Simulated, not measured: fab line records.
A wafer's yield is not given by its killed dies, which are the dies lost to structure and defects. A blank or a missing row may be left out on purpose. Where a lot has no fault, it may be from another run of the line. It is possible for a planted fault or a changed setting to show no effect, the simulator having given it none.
What tool caused it? | flow nand-harc | 12 lots with 36 wafers sampled at 3 steps, on a route of 1159 steps

## WHAT THE GAUGES SHOWED, per wafer
NHARC_P_ZERO_WELL_CD_MEAS_52 targets a cd of 2000 nm.
lot  | measured    | on        | cd-nm (nm)
L075 | day 1 23:38 | cd-sem-03 | 2001.2 2003.7 1999.7
L077 | day 2 11:41 | cd-sem-02 | 2001.2 2003.2 2000.2
L079 | day 2 23:39 | cd-sem-01 | 2001.2 2005.8 2001.1
L081 | day 3 11:53 | cd-sem-03 | 2001.2 2005.4 2000.8
L083 | day 3 23:43 | cd-sem-03 | 1999.8 2000.2 2003.7
L085 | day 4 11:40 | cd-sem-01 | 2003.2 2001.6 2001.3
L087 | day 5 00:14 | cd-sem-03 | 1998.8 2002.9 1998.5
L089 | day 5 11:41 | cd-sem-02 | 2002.3 2003.3 2004.0
L091 | day 6 00:08 | cd-sem-02 | 2003.0 1999.7 1999.1
L093 | day 6 11:45 | cd-sem-02 | 2000.2 1999.3 2001.4
L095 | day 6 23:33 | cd-sem-01 | 1998.2 2004.5 1997.7
L097 | day 7 11:59 | cd-sem-02 | 2000.7 2002.4 2001.2

## WHAT TOOL EACH LOT RAN ON (gives the tool, then ch and the chambers of the sampled wafers, and finally the start)
lot  | NHARC_P_ZERO_WELL_ETCH_62                    | NHARC_P_ZERO_WELL_DESCUM_26
L075 | rie-diel-03 ch 0,2, day 1 20:38 or earlier   | rie-diel-03 ch 1,2,3, day 1 20:38
L077 | rie-diel-05 ch 0,1, day 2 08:38 or earlier   | rie-diel-03 ch 0,2,3, day 2 08:38
L079 | rie-diel-05 ch 0,1,3, day 2 20:38 or earlier | rie-diel-10 ch 1,2, day 2 20:38
L081 | rie-diel-10 ch 0,2,3, day 3 08:47 or earlier | rie-diel-03 ch 0,1,3, day 3 08:47
L083 | rie-diel-10 ch 0,3, day 3 20:35 or earlier   | rie-diel-03 ch 1,2,3, day 3 20:35
L085 | rie-diel-05 ch 0,1,2, day 4 08:32 or earlier | rie-diel-05 ch 1,2,3, day 4 08:32
L087 | rie-diel-10 ch 0,3, day 4 20:59 or earlier   | rie-diel-10 ch 3, day 4 20:59
L089 | rie-diel-05 ch 0,1,2, day 5 08:39 or earlier | rie-diel-03 ch 0,1,2, day 5 08:39
L091 | rie-diel-10 ch 2,3, day 5 21:08 or earlier   | rie-diel-10 ch 0,2, day 5 21:08
L093 | rie-diel-05 ch 1,2, day 6 08:47 or earlier   | rie-diel-05 ch 1,2,3, day 6 08:47
L095 | rie-diel-03 ch 0,1, day 6 20:33 or earlier   | rie-diel-10 ch 0,2,3, day 6 20:33
L097 | rie-diel-10 ch 1,2, day 7 08:49 or earlier   | rie-diel-10 ch 0,2, day 7 08:49
- NHARC_P_ZERO_WELL_ETCH_62: etches the open film in CHF3/Ar, target depth 13 nm, time 6.5 s.
- NHARC_P_ZERO_WELL_DESCUM_26: chemistry O2, time 3 s.

## THE ANSWER, worked out from the rows above alone
Rule: the usual values come from the lots themselves. Put in order of their means at a reading, lots are off if they are a third of the lots or fewer, leave a main group of 4 or more, and stand apart from it by a gap of 3 or more times the standard deviation of the main group's means; of several such gaps the widest counts. Not used: any main group whose means are identical at the precision the tables above print for the reading. Also off: a lot with no number at a reading for which 4 or more lots have one. All remaining lots with rows at the step are treated as sound.
None of the lots is off at any reading shown; this tells nothing.

## WHAT WAS PUT IN BY THE SIMULATOR
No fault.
